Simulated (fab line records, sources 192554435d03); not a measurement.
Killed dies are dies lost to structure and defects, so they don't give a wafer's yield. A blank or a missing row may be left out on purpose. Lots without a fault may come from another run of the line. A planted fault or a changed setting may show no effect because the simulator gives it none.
Split-lot experiment | flow n5_finfet | 7 lots, 21 wafers read, on a route of 1938 steps

THE SPLIT
At N5_BEOL_M0_SAQP_CUT_ETCH_46 (etches SOC in N2/H2, target depth 135 nm, overetch 27 nm, time 202.5 s), the setting source_w was moved away from the recipe's 840 W on 7 of the 21 wafers read, by -12.7% to +17.4%. The other wafers ran this setting at the recipe's value.

The reading is taken at the split's own step.

THE READING
rf_vpp_V, in V, at N5_BEOL_M0_SAQP_CUT_ETCH_46 (etches SOC in N2/H2, target depth 135 nm, overetch 27 nm, time 202.5 s). Fault-free wafers of this fab line usually give 523.7 V, standard deviation 2.6 V.

wafer  | tool, chamber at the split | source_w as run, W | against the recipe | rf_vpp_V, V | against lot-mates on the recipe
L076.1 | rie_diel-02, 1             | 840                | recipe             | 524.4       | -
L076.4 | rie_diel-02, 0             | 905.8              | +7.8%              | 511.6       | -12.8
L076.6 | rie_diel-02, 1             | 840                | recipe             | 524.4       | -
L074.3 | rie_diel-04, 2             | 790.7              | -5.9%              | 531.3       | +11.3
L074.4 | rie_diel-04, 2             | 840                | recipe             | 520.0       | -
L074.5 | rie_diel-04, 3             | 790.7              | -5.9%              | 532.3       | +12.3
L082.1 | rie_diel-04, 3             | 840                | recipe             | 520.4       | -
L082.3 | rie_diel-04, 0             | 733.7              | -12.7%             | 551.7       | +31.9
L082.6 | rie_diel-04, 2             | 840                | recipe             | 519.2       | -
L088.2 | rie_diel-02, 2             | 986.2              | +17.4%             | 499.9       | -24.7
L088.4 | rie_diel-02, 3             | 986.2              | +17.4%             | 497.5       | -27.1
L088.6 | rie_diel-02, 1             | 840                | recipe             | 524.6       | -
L089.1 | rie_diel-04, 0             | 840                | recipe             | 527.6       | -
L089.2 | rie_diel-04, 2             | 840                | recipe             | 520.1       | -
L089.6 | rie_diel-04, 3             | 840                | recipe             | 520.9       | -
L091.2 | rie_diel-04, 3             | 840                | recipe             | 520.6       | -
L091.4 | rie_diel-04, 2             | 840                | recipe             | 519.8       | -
L091.6 | rie_diel-04, 3             | 840                | recipe             | 521.1       | -
L094.1 | rie_diel-04, 0             | 840                | recipe             | 525.6       | -
L094.2 | rie_diel-04, 1             | 794.9              | -5.4%              | 535.8       | +11.9
L094.6 | rie_diel-04, 3             | 840                | recipe             | 522.1       | -

THE FIT
A straight line over all 21 wafers: rf_vpp_V changes by -1.6 V for each +1% of source_w; r = -0.96; the points scatter about the line by 3.4 V.
The same after taking each lot's own level away (the mean of its wafers on the recipe; 21 wafers): -1.76 V for each +1%; r = -0.97; scatter 2.9 V.
On that fit, the largest move of source_w shifts the reading by 31 V.
The lots' own levels span 519.80 to 524.60 V, that is 1.8 times the standard deviation above.
So the lot-to-lot level changes the slope little: the two slopes agree.
Check: with one of the wafers moved furthest among these (+17.4%) left out of the fit, the line predicts -31.9 V for it against its lot-mates. It came out at -24.7 V against them.
Tool readings at the split's step, against how far the setting was moved: rf_vpp_V r = -0.96.

OTHER SPLITS ON THESE WAFERS
These wafers also went through other splits before the reading. Each is held against what the fit with the lots' levels taken away leaves over:
other split on the same wafers          | wafers away from the commonest value | r with rf_vpp_V (lot level and that fit taken away)
N5_HKMG_FIN_ETCH_54 bias_w              | 4                                    | -0.05
N5_MOL_CONTACT_COAG_ALD_27 time_s       | 7                                    | +0.02
N5_MOL_CONTACT_COAG_VIA_ETCH_117 bias_w | 10                                   | +0.24

THE FILE'S OWN FIT
rf_vpp_V changes by -1.85 V for each +1% of source_w, r = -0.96.
